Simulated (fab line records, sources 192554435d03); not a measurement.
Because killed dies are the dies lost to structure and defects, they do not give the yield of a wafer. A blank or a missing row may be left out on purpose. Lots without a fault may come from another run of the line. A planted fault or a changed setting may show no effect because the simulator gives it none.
Split-lot study    flow n5Finfet    7 lots, 21 wafers read, on a route of 1938 steps

== ABOUT THE SPLIT ==
At N5_BEOL_M1_PECVD_72 (deposits SiO2 from TEOS/O2, target thk 16 nm, time 18 s), the setting tempC was moved away from the recipe's 400 C on 3 of the 21 wafers read, by -3.7%. This setting was run at the recipe's value on the other wafers.

The reading is taken at the split's own step.

== THE READING ==
SiO2_of_BEOL_M1_PECVD_72.thkNm (the simulator's own value, which no gauge read), in nm, at N5_BEOL_M1_PECVD_72 (deposits SiO2 from TEOS/O2, target thk 16 nm, time 18 s). The file gives no usual value for it. Here, 18 wafers ran the recipe; their average is 16.1 nm with a standard deviation of 0.15 nm.

wafer   tool, chamber at the split  tempC as run, C  against the recipe  SiO2_of_BEOL_M1_PECVD_72.thkNm, nm  against lot-mates on the recipe
L074.3  pecvd-02, 1                 400              recipe              15.8                                -
L074.4  pecvd-02, 1,0               400              recipe              16                                  -
L074.6  pecvd-02, 1,0               400              recipe              16                                  -
L078.1  pecvd-01, 2,0               400              recipe              16                                  -
L078.3  pecvd-01, 2,0               400              recipe              16                                  -
L078.4  pecvd-01, 0                 400              recipe              16.2                                -
L080.1  pecvd-01, 1,2,2             400              recipe              16                                  -
L080.3  pecvd-01, 1,2,2             400              recipe              16                                  -
L080.5  pecvd-01, 1,2,2             400              recipe              16                                  -
L082.1  pecvd-02, 2,1               400              recipe              16                                  -
L082.3  pecvd-02, 2,1               400              recipe              16                                  -
L082.6  pecvd-02, 0                 400              recipe              16.4                                -
L086.1  pecvd-01, 2,0               400              recipe              16.2                                -
L086.2  pecvd-01, 2,0               400              recipe              16.2                                -
L086.3  pecvd-01, 1                 400              recipe              16                                  -
L090.3  pecvd-01, 1                 400              recipe              16                                  -
L090.4  pecvd-01, 2                 400              recipe              16.4                                -
L090.6  pecvd-01, 1                 400              recipe              16.2                                -
L097.1  pecvd-03, 0,2,1             385              -3.7%               17.8                                no lot-mate on the recipe
L097.2  pecvd-03, 0,2,1             385              -3.7%               17.8                                no lot-mate on the recipe
L097.3  pecvd-03, 0,2,1             385              -3.7%               17.8                                no lot-mate on the recipe
Rows listing several chambers each stand for several wafers; the file does not say which wafer went through which chamber.

FIT RESULTS
A straight line over all 21 wafers: SiO2_of_BEOL_M1_PECVD_72.thkNm changes by -0.459 nm for each +1% of tempC; r = -0.97; the points scatter about the line by 0.15 nm.
Too few moved wafers have a lot-mate on the recipe to fit a line with each lot's own level taken away.

== FILE'S OWN FIT ==
SiO2_of_BEOL_M1_PECVD_72.thkNm changes by -0.459 nm for each +1% of tempC, r = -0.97.
